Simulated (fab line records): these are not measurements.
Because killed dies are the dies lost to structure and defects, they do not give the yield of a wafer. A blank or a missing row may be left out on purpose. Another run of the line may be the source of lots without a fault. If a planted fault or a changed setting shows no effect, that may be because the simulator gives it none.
Matching of chambers + flow nand harc + NHARC_A_STAIRCASE_ALD_415 on ald hk-03: 4 sister chambers
The step deposits SiO2, target thk 30 nm, pulse time 6 s, ald cycles 300. 4 wafers are shown with their chamber, then 8 later ones without.

WAFERS, EACH WITH ITS CHAMBER
| wafer  | chamber | heater power w (W) |
|--------|---------|--------------------|
| L086.1 | 1       | 446                |
| L091.2 | 2       | 530                |
| L091.6 | 3       | 426                |
| L091.1 | 0       | 484                |

WAFERS WITH NO CHAMBER GIVEN
| wafer  | heater power w (W) |
|--------|--------------------|
| L091.3 | 455                |
| L091.5 | 514                |
| L089.1 | 425                |
| L089.3 | 459                |
| L089.6 | 495                |
| L094.1 | 545                |
| L094.4 | 462                |
| L094.6 | 534                |

CHAMBER TAKEN BY EACH
| wafer  | from the rows above          | in truth |
|--------|------------------------------|----------|
| L091.3 | can't be placed: 1 or 0 or 3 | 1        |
| L091.5 | can't be placed: 2 or 0      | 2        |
| L089.1 | can't be placed: 3 or 1      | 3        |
| L089.3 | can't be placed: 1 or 0 or 3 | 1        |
| L089.6 | 0                            | 0        |
| L094.1 | 2                            | 2        |
| L094.4 | can't be placed: 1 or 0 or 3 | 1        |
| L094.6 | 2                            | 2        |
Correctly placed: 3 of 8. Cannot be placed on the basis of these rows: 5; the candidates contain the true chamber in 5. 0 placed wrongly.
How it was worked out, from the rows above alone: a wafer's distance from a chamber is the root of the sum, over the readings, of the square of ((its reading less the chamber's mean) divided by the reading's scatter). The wafer belongs to the nearest chamber; if the next one is less than 2 further off, it can't be placed. Each chamber's mean is taken over the wafers shown for it. The scatter: root of mean squared gap, hidden wafer to nearest shown wafer, with one shown wafer a chamber.
